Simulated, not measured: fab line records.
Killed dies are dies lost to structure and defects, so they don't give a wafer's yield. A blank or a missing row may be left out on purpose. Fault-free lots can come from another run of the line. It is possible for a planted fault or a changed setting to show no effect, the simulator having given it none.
Matching of chambers | flow nand_harc | NHARC_A_STAIRCASE_DEP_156 on pecvd-02 has 3 sister chambers
The step deposits SiNx, target thk 50 nm. 24 wafers are shown with their chamber, then 12 later ones without.

WAFERS PAIRED WITH THEIR CHAMBERS
wafer  | chamber | showerhead_vpp_V (V) | heater_power_w (W)
L074.3 | 2       | 1398                 | 589
L074.4 | 1       | 1201                 | 848
L074.5 | 2       | 1425                 | 599
L075.1 | 0       | 1445                 | 744
L075.3 | 2       | 1422                 | 556
L075.5 | 2       | 1439                 | 564
L079.1 | 1       | 1186                 | 692
L079.3 | 2       | 1416                 | 594
L079.5 | 2       | 1438                 | 624
L080.4 | 2       | 1446                 | 650
L080.5 | 0       | 1425                 | 768
L080.6 | 1       | 1193                 | 804
L083.1 | 0       | 1434                 | 821
L083.3 | 1       | 1226                 | 779
L083.6 | 1       | 1223                 | 789
L084.2 | 0       | 1416                 | 759
L084.5 | 1       | 1218                 | 675
L084.6 | 0       | 1422                 | 764
L086.1 | 1       | 1201                 | 732
L086.2 | 2       | 1443                 | 668
L086.5 | 0       | 1443                 | 764
L088.2 | 0       | 1440                 | 756
L088.3 | 2       | 1443                 | 593
L088.6 | 0       | 1471                 | 742

SIGNATURES (averages over the wafers above)
reading          | chamber 0 | chamber 1 | chamber 2 | scatter within a chamber
showerhead_vpp_V | 1437.00   | 1206.86   | 1430.00   | 16.3
heater_power_w   | 764.75    | 759.86    | 604.11    | 42.9
Rule: a wafer's distance from a chamber is the root of the sum, over the readings, of the square of ((its reading less the chamber's mean) divided by the reading's scatter). The wafer belongs to the nearest chamber; if the next one is less than 2 further off, it can't be placed. The scatter: the root of (the sum of the squares of (reading less its chamber's mean) over the shown wafers, divided by (wafers less chambers)).

WAFERS MISSING THEIR CHAMBER
wafer  | showerhead_vpp_V (V) | heater_power_w (W)
L090.1 | 1430                 | 754
L090.2 | 1436                 | 644
L090.3 | 1221                 | 809
L089.2 | 1429                 | 649
L089.4 | 1429                 | 801
L089.6 | 1227                 | 784
L092.1 | 1427                 | 645
L092.2 | 1450                 | 807
L092.4 | 1205                 | 705
L093.4 | 1421                 | 552
L093.5 | 1229                 | 799
L093.6 | 1408                 | 682

CHAMBER TAKEN BY EACH
wafer  | from the rows above     | in truth
L090.1 | 0                       | 0
L090.2 | can't be placed: 2 or 0 | 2
L090.3 | 1                       | 1
L089.2 | can't be placed: 2 or 0 | 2
L089.4 | 0                       | 0
L089.6 | 1                       | 1
L092.1 | can't be placed: 2 or 0 | 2
L092.2 | 0                       | 0
L092.4 | 1                       | 1
L093.4 | 2                       | 2
L093.5 | 1                       | 1
L093.6 | can't be placed: 2 or 0 | 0
Placed correctly: 8 of 12. These rows do not allow placing 4 (true chamber among the candidates in 4). Wrongly placed: 0.
